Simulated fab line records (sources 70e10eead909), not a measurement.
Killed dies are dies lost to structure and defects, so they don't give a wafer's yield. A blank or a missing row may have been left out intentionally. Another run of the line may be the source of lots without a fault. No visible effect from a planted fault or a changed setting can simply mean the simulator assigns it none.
fab line records    flow nandHarc
[record] lots = 7  wafers = 18  lastDay = 32
route steps=1302 shown A_CHANNEL_HOLE_D1@455 END@1302
lots with no fault: from the same line, run without faults
startH: start of the lot's first displayed wafer, in hours after the record's first day    waitH: hours since the lot's step before    " the same as in the row above    L1.1+2: several wafers, shown together as one row    - value missing, or start not given    * or withheld: withheld    < > ~ a bound
route shown NAME@n: names a module that has steps shown in the file, with the first one's number in the route    usual: average and standard deviation across the fault-free wafers    same: alike in all rows    chamber/n: place in a boat    sites: each site's reading    _std_site: their standard deviation    _edge_site: the outer-site mean with the inner-site mean subtracted    radiusMm: how far each site lies from the wafer's centre    mask NAME#n: copy n    behind: tool/chamber where the wafer was last shaped    hold: why the lot went on hold/how many hours it stayed there/how the hold came to an end    device: the transistor (n, p or np) that didn't switch    end of line: tests run on the same wafers once the route is complete    step lacking rows: just its recipe    killed: the dies lost at the first sort to structure and to defects; this is not the yield of the wafer    map: dies across one wafer; x = killed, . = not, _ = none there
set.NAME: the setting as run; set.NAME@STEP: as run at that earlier step    model.NAME: the simulator's own value behind a step, which no gauge read
lots at selected steps of the route; one table per step, one row per wafer
services: a tool's chamber out of use, with start hour (startH, from the record's first day; less than 0 if before it), hours out, and reason
[[steps]]
[step NHARC_A_CHANNEL_HOLE_D1_COAT_37]
[recipe] tempC = 225  timeS = 65
[step NHARC_A_CHANNEL_HOLE_D1_COAT_04]
[recipe] spinRpm = 1500  resistThkNm = 90
[step NHARC_A_CHANNEL_HOLE_D1_SOFTBAKE_05]
[recipe] tempC = 105  timeS = 55
[step NHARC_A_CHANNEL_HOLE_D1_EBR_06]
[step NHARC_A_CHANNEL_HOLE_D1_EXPOSE_07]
[recipe] na = 1.35  targetCdNm = 100  sigmaOuter = 0.3  doseMj = 59.65  maskId = HOLE_D1
[step NHARC_A_CHANNEL_HOLE_D1_PEB_08]
[recipe] pebTempC = 100  pebTimeS = 65
[step NHARC_A_CHANNEL_HOLE_D1_DEVELOP_09]
[recipe] developTimeS = 35  devTempC = 23
[step NHARC_A_CHANNEL_HOLE_D1_CD_MEAS_10]
[recipe] targetCdNm = 100  landingEnergyEv = 500
[usual] cdNm = 100.2/0.46
lot.wafer  tool      chamber  startH  waitH  cdNm
L634.1     cdSem-03  0        201.28  -      100.1
L634.2     "         0        "       "      100.3
L634.4     "         0        "       "      100.6
L636.3     cdSem-01  0        222.47  -      99.4
L636.4     "         0        "       "      99.8
L636.6     "         0        "       "      100.0
L640.3     cdSem-02  0        260.98  -      99.8
L640.6     "         0        "       "      99.5
L641.2     cdSem-01  0        275.40  -      100.2
L641.3     "         0        "       "      99.6
L643.3     cdSem-01  0        286.74  -      99.9
L643.5     "         0        "       "      101.1
L651.2     cdSem-03  0        375.17  -      100.0
L651.3     "         0        "       "      100.7
L651.4     "         0        "       "      100.3
L653.4     cdSem-03  0        389.95  -      100.7
L653.5     "         0        "       "      100.5
L653.6     "         0        "       "      100.1
[step NHARC_A_CHANNEL_HOLE_D1_OVL_MEAS_11]
[usual] overlayXNm = 0.2/0.9  overlayYNm = -0.2/0.92
lot.wafer  tool        chamber  startH  waitH  overlayXNm  overlayYNm
L634.1     overlay-02  -        201.36  -      0.7         1.4
L634.2     "           -        "       "      0.7         2.2
L634.4     "           -        "       "      1.1         1.6
L636.3     overlay-02  -        222.55  -      0.6         -0.7
L636.4     "           -        "       "      0.5         -0.9
L636.6     "           -        "       "      0.6         -0.5
L640.3     overlay-01  -        261.07  -      -0.9        -0.3
L640.6     "           -        "       "      -1.1        -0.4
L641.2     overlay-02  -        275.48  -      1.0         -0.1
L641.3     "           -        "       "      1.0         -0.5
L643.3     overlay-02  -        286.82  -      0.1         -0.7
L643.5     "           -        "       "      0.2         -0.3
L651.2     overlay-01  -        375.26  -      0.8         0.2
L651.3     "           -        "       "      0.8         1.1
L651.4     "           -        "       "      1.3         -0.1
L653.4     overlay-01  -        390.03  -      0.3         -1.4
L653.5     "           -        "       "      0.5         -1.9
L653.6     "           -        "       "      0.0         -2.7
[step NHARC_A_CHANNEL_HOLE_D1_INSPECT_12]
[usual] rawDefectCount = 5.2/2.5
lot.wafer  tool              chamber  startH  waitH  rawDefectCount
L634.1     defectInspect-02  -        201.40  0.0    6
L634.2     "                 -        "       "      0
L634.4     "                 -        "       "      5
L636.3     defectInspect-02  -        222.59  0.0    11
L636.4     "                 -        "       "      10
L636.6     "                 -        "       "      2
L640.3     defectInspect-01  -        261.10  0.0    3
L640.6     "                 -        "       "      2
L641.2     defectInspect-01  -        275.52  0.0    6
L641.3     "                 -        "       "      4
L643.3     defectInspect-01  -        286.87  0.0    4
L643.5     "                 -        "       "      2
L651.2     defectInspect-02  -        375.29  0.0    4
L651.3     "                 -        "       "      6
L651.4     "                 -        "       "      6
L653.4     defectInspect-02  -        390.06  0.0    8
L653.5     "                 -        "       "      7
L653.6     "                 -        "       "      4
[step NHARC_A_CHANNEL_HOLE_D1_DESCUM_15]
[recipe] timeS = 3  o2FlowSccm = 200  arFlowSccm = 0  biasPowerW = 0  chemistry = O2
[usual] drypumpMotorCurrentA = 5.7/0.37  oesProductAu = 0.999/0.01  rfVppV = 57.6/0.85  showerheadPlenumPTorr = 1.89/0.095  throttleValvePct = 11.311/0.0091
lot.wafer  tool        chamber  startH  waitH  drypumpMotorCurrentA  oesProductAu  rfHoursCounterH  rfVppV  showerheadPlenumPTorr  throttleValvePct
L634.4     rieDiel-08  3        201.46  0.1    5.7                   0.997         0                57.7    1.79                   11.297
L634.2     "           0        "       "      5.2                   1.002         0                57.8    2.04                   11.307
L634.1     "           2        "       "      5.3                   1.010         0                57.5    1.95                   11.314
L636.4     rieDiel-08  3        222.65  0.1    5.7                   1.008         3                56.0    1.79                   11.314
L636.3     "           0        "       "      5.2                   1.005         3                58.8    2.04                   11.304
L636.6     "           0        "       "      5.2                   1.008         -                57.0    2.04                   11.312
L640.3     rieDiel-08  0        261.16  0.1    5.2                   0.990         5                58.8    2.03                   11.311
L640.6     "           0        "       "      5.2                   0.997         -                57.6    2.03                   11.305
L641.3     rieDiel-08  1        275.60  0.1    6.2                   1.000         7                56.2    1.79                   11.327
L641.2     "           2        "       "      5.3                   1.015         8                57.7    1.95                   11.318
L643.3     rieDiel-08  1        286.93  0.1    6.2                   0.996         9                57.4    1.79                   11.317
L643.5     "           1        "       "      6.2                   0.997         -                58.0    1.79                   11.311
L651.3     rieDiel-12  0        375.36  0.1    6.2                   0.998         27               58.1    1.85                   11.307
L651.2     "           1        "       "      6.2                   0.973         27               57.4    1.93                   11.298
L651.4     "           2        "       "      5.6                   1.005         33               57.7    1.93                   11.314
L653.4     rieDiel-08  1        390.14  0.1    6.2                   1.005         2                57.8    1.78                   11.310
L653.6     "           3        "       "      5.7                   0.996         -                56.0    1.78                   11.305
L653.5     "           0        "       "      5.2                   1.005         -                59.4    2.03                   11.321
[step NHARC_A_CHANNEL_HOLE_D1_ETCH_38]
[recipe] targetDepthA = 390  overEtchFrac = 0.3  timeS = 65  ionEnergyEv = 80  cf4FlowSccm = 150  arFlowSccm = 0  rfW = 300  biasW = 100  chemistry = CF4
[usual] drypumpMotorCurrentA = 5.7/0.39  oesProductAu = 0.999/0.0095  rfVppV = 151.0/1.3  showerheadPlenumPTorr = 1.75/0.081  throttleValvePct = 13.284/0.0095
lot.wafer  tool        chamber  startH  waitH  drypumpMotorCurrentA  oesProductAu  rfHoursCounterH  rfVppV  showerheadPlenumPTorr  throttleValvePct
L634.4     rieDiel-08  3        201.55  0.1    5.7                   0.998         0                151.2   1.66                   13.282
L634.1     "           1        "       "      6.2                   0.996         0                149.9   1.66                   13.290
L634.2     "           2        "       "      5.3                   1.008         0                150.9   1.80                   13.283
L636.4     rieDiel-08  2        222.74  0.1    5.4                   1.008         3                151.8   1.80                   13.289
L636.3     "           0        "       "      5.2                   0.990         3                152.3   1.87                   13.288
L636.6     "           2        "       "      5.4                   1.013         -                150.6   1.80                   13.283
L640.3     rieDiel-08  0        261.25  0.1    5.2                   1.006         5                152.2   1.87                   13.278
L640.6     "           0        "       "      5.2                   1.000         -                152.2   1.87                   13.270
L641.3     rieDiel-08  1        275.67  0.1    6.2                   0.996         7                151.0   1.66                   13.274
L641.2     "           3        "       "      5.7                   1.002         8                150.2   1.66                   13.300
L643.3     rieDiel-08  3        287.03  0.1    5.7                   1.008         9                149.8   1.66                   13.277
L643.5     "           0        "       "      5.2                   1.001         -                152.6   1.87                   13.288
L651.2     rieDiel-12  2        375.44  0.1    5.6                   1.001         33               151.7   1.79                   13.280
L651.3     "           3        "       "      6.1                   0.992         35               148.3   1.67                   13.293
L651.4     "           1        "       "      6.2                   1.001         27               152.6   1.79                   13.291
L653.4     rieDiel-08  1        390.22  0.1    6.2                   1.012         2                149.5   1.66                   13.278
L653.6     "           3        "       "      5.7                   1.013         -                149.0   1.66                   13.277
L653.5     "           0        "       "      5.2                   1.011         -                151.6   1.87                   13.271
[step NHARC_A_CHANNEL_HOLE_D1_ETCH_39]
[recipe] targetDepthA = 2600  overEtchFrac = 0.3  timeS = 325  ionEnergyEv = 200  n2FlowSccm = 150  h2FlowSccm = 150  arFlowSccm = 0  rfW = 400  biasW = 150  chemistry = N2/H2
[usual] drypumpMotorCurrentA = 5.7/0.38  oesProductAu = 0.999/0.0089  rfVppV = 430.0/2.9  showerheadPlenumPTorr = 2.02/0.1  throttleValvePct = 14.170/0.01
lot.wafer  tool        chamber  startH  waitH  drypumpMotorCurrentA  oesProductAu  rfHoursCounterH  rfVppV  showerheadPlenumPTorr  throttleValvePct
L634.1     rieDiel-08  0        201.67  -      5.2                   0.987         0                435.0   2.17                   14.161
L634.4     "           2        "       "      5.3                   1.002         0                433.1   2.08                   14.167
L634.2     "           3        "       "      5.7                   0.999         0                428.6   1.90                   14.172
L636.3     rieDiel-08  0        223.16  -      5.2                   0.999         3                434.9   2.17                   14.168
L636.4     "           1        "       "      6.2                   0.993         3                426.0   1.90                   14.172
L636.6     "           2        "       "      5.3                   1.005         -                431.7   2.08                   14.169
L640.3     rieDiel-08  0        261.41  -      5.2                   0.846         6                434.2   2.17                   14.174
L640.6     "           2        "       "      5.4                   0.851         -                431.9   2.08                   14.171
L641.2     rieDiel-08  3        275.78  -      5.7                   1.008         8                426.8   1.90                   14.164
L641.3     "           1        "       "      6.2                   0.852         7                428.2   1.90                   14.176
L643.3     rieDiel-08  3        287.17  -      5.7                   0.862         10               426.6   1.90                   14.168
L643.5     "           1        "       "      6.2                   0.994         -                427.0   1.90                   14.181
L651.2     rieDiel-12  3        375.53  -      6.1                   1.005         35               427.8   1.92                   14.183
L651.4     "           0        "       "      6.2                   1.009         27               429.9   1.97                   14.178
L651.3     "           1        "       "      6.2                   0.997         27               431.3   2.06                   14.171
L653.4     rieDiel-08  2        390.37  -      5.3                   1.000         2                431.7   2.08                   14.171
L653.5     "           3        "       "      5.7                   1.003         -                428.0   1.90                   14.168
L653.6     "           0        "       "      5.2                   0.997         -                433.4   2.17                   14.159
[step NHARC_A_CHANNEL_HOLE_D1_ETCH_34]
[recipe] targetDepthA = 1540  timeS = 77  cf4FlowSccm = 100  chf3FlowSccm = 30  arFlowSccm = 0  rfW = 500  biasW = 200  chemistry = CF4/CHF3
[usual] drypumpMotorCurrentA = 5.7/0.39  oesProductAu = 0.949/0.021  rfVppV = 370.1/2.6  showerheadPlenumPTorr = 1.56/0.072  throttleValvePct = 16.803/0.0086
lot.wafer  tool        chamber  startH  waitH  drypumpMotorCurrentA  oesProductAu  rfHoursCounterH  rfVppV  showerheadPlenumPTorr  throttleValvePct
L634.2     rieDiel-08  2        -       -      5.4                   0.952         0                372.1   1.60                   16.790
L634.1     "           3        "       "      5.7                   0.960         0                365.6   1.48                   16.787
L634.4     "           0        "       "      5.2                   0.952         1                373.7   1.67                   16.802
L636.3     rieDiel-08  2        -       -      5.3                   0.958         3                371.9   1.60                   16.798
L636.4     "           0        "       "      5.2                   0.947         3                373.0   1.67                   16.786
L636.6     "           1        "       "      6.2                   0.945         -                367.6   1.48                   16.812
L640.3     rieDiel-08  3        -       -      5.7                   0.925         6                365.8   1.48                   16.804
L640.6     "           3        "       "      5.7                   0.917         -                366.6   1.48                   16.803
L641.2     rieDiel-08  2        -       -      5.3                   0.938         8                373.5   1.60                   16.792
L641.3     "           0        "       "      5.2                   0.933         7                374.4   1.67                   16.798
L643.3     rieDiel-08  3        -       -      5.7                   0.924         10               367.5   1.47                   16.805
L643.5     "           3        "       "      5.6                   0.921         -                368.4   1.47                   16.812
L651.2     rieDiel-12  1        -       -      6.2                   0.965         27               371.6   1.59                   16.791
L651.4     "           2        "       "      5.6                   0.981         33               371.4   1.59                   16.806
L651.3     "           3        "       "      6.1                   0.946         36               367.9   1.49                   16.803
L653.4     rieDiel-08  1        -       -      6.2                   0.980         2                367.5   1.47                   16.805
L653.6     "           3        "       "      5.7                   0.959         -                368.2   1.47                   16.800
L653.5     "           0        "       "      5.2                   0.962         -                372.6   1.66                   16.809
[step NHARC_END_SORT_01]
[recipe] tempC = 25
[usual] killedAtArray = 65/19  killedAtOther = 0.9/1.1  killedAtPeriphery = 3.5/2.3  killedDies = 69/19  killedOpen = 3.2/1.8  killedShort = 2.4/1.5
[same] grossDies = 677
lot.wafer  tool       chamber  startH  waitH  killedAtArray  killedAtOther  killedAtPeriphery  killedDies  killedOpen  killedShort
L640.3     prober-01  0        641.54  3.1    103            0              3                  106         3           3
L640.6     prober-01  0        643.94  4.0    114            0              5                  119         6           2
L641.3     prober-02  0        663.65  3.1    100            1              2                  103         1           3
L643.3     prober-02  0        677.69  3.1    91             2              0                  93          6           2
// killed by level:class
L640.3 A_CHANNEL_HOLE_D1:chamberFilmFlake=36 A_CHANNEL_HOLE_D1:areaEtch=34 A_CHANNEL_HOLE_D2:chamberFilmFlake=16 A_STAIRCASE:chamberFilmFlake=4 A_CONTACT:chamberFilmFlake=4 A_SLIT:chamberFilmFlake=2 P_GATE:geometricParticle:open=1 P_CONTACT:geometricParticle:open=1
L640.6 A_CHANNEL_HOLE_D1:areaEtch=50 A_CHANNEL_HOLE_D1:chamberFilmFlake=28 A_CHANNEL_HOLE_D2:chamberFilmFlake=15 A_STAIRCASE:chamberFilmFlake=3 A_WL_FILL:chamberFilmFlake=3 A_CONTACT:chamberFilmFlake=3 P_ZERO_WELL:chamberFilmFlake=2 A_DECK1_JOINT:chamberFilmFlake=2
L641.3 A_SLIT:chamberFilmFlake=34 A_CHANNEL_HOLE_D1:chamberFilmFlake=28 A_CHANNEL_HOLE_D1:areaEtch=18 A_CHANNEL_HOLE_D2:chamberFilmFlake=13 A_BONDPAD:chamberFilmFlake=4 P_CONTACT:geometricParticle:short=1 A_CHANNEL_FILL_D1:geometricParticle:short=1 A_SGD_CUT:geometricParticle:short=1
L643.3 A_CHANNEL_HOLE_D1:areaEtch=34 A_SLIT:chamberFilmFlake=26 A_CHANNEL_HOLE_D2:chamberFilmFlake=15 A_CHANNEL_HOLE_D1:chamberFilmFlake=6 A_ONON_D1:geometricParticle:open=2 A_ONON_D1:geometricParticle:short=2 THIN_TSV:chamberFilmFlake=2 A_CHANNEL_FILL_D1:geometricParticle:open=1
[[services]]
tool        chamber  startH  hours  kind
rieDiel-08  3        181.82  10.5   repair
rieDiel-08  -        190.89  9.0    pm
rieDiel-08  0        190.89  9.0    ventCycle
rieDiel-08  1        190.89  9.0    ventCycle
rieDiel-08  2        190.89  9.0    ventCycle
rieDiel-08  0        199.89  -      clean
rieDiel-08  1        199.89  -      clean
rieDiel-08  2        199.89  -      clean
rieDiel-08  3        199.89  -      clean
rieDiel-08  0        224.39  -      clean
rieDiel-08  1        224.39  -      clean
rieDiel-08  2        224.39  -      clean
rieDiel-08  3        224.39  -      clean
rieDiel-08  1        246.68  5.4    repair
rieDiel-12  1        264.73  13.7   repair
rieDiel-12  0        270.26  11.8   repair
rieDiel-12  -        270.42  9.0    pm
rieDiel-12  0        294.91  5.3    repair
rieDiel-08  2        297.66  5.6    repair
rieDiel-12  1        314.26  16.4   repair
rieDiel-08  2        331.28  20.0   repair
rieDiel-08  3        335.12  5.8    repair
rieDiel-08  -        367.90  9.0    pm
rieDiel-12  -        376.64  0.5    repair
[[key]]
[firstSign] step = NHARC_A_CHANNEL_HOLE_D1_ETCH_39  reading = oesProductAu  direction = down  sigmas = 16  usual = 0.999  struck = 0.853
[effect] step = NHARC_END_SORT_01  reading = killedAtArray  direction = up  sigmas = 2  usual = 65  struck = 102  wafersMoved = 1
[moreKillsBornAt] NHARC_A_CHANNEL_HOLE_D1_ETCH_39@rieDiel-08 = 136
metAt NHARC_A_CHANNEL_HOLE_D1_ETCH_39
struckWafers L640.3,L640.6,L641.3,L643.3
testerLeftOut L640,L641,L643
onsetBetween 223.16 261.41
[fault] kind = processParameterDrift  tool = rieDiel-08  chamber = -  onsetH = 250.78  steps = NHARC_A_CHANNEL_HOLE_D1_ETCH_39  channel = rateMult  offset = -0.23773  shape = step  endH = 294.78  scope = struckWafersOnly
// testerLeftOut: of these lots the tester's yield and bins aren't shown, on N5 and GAA mostly nor the transistor test; their killed dies are dies lost to structure and defects alone, not to doping, threshold or leakage, so they don't give the yield
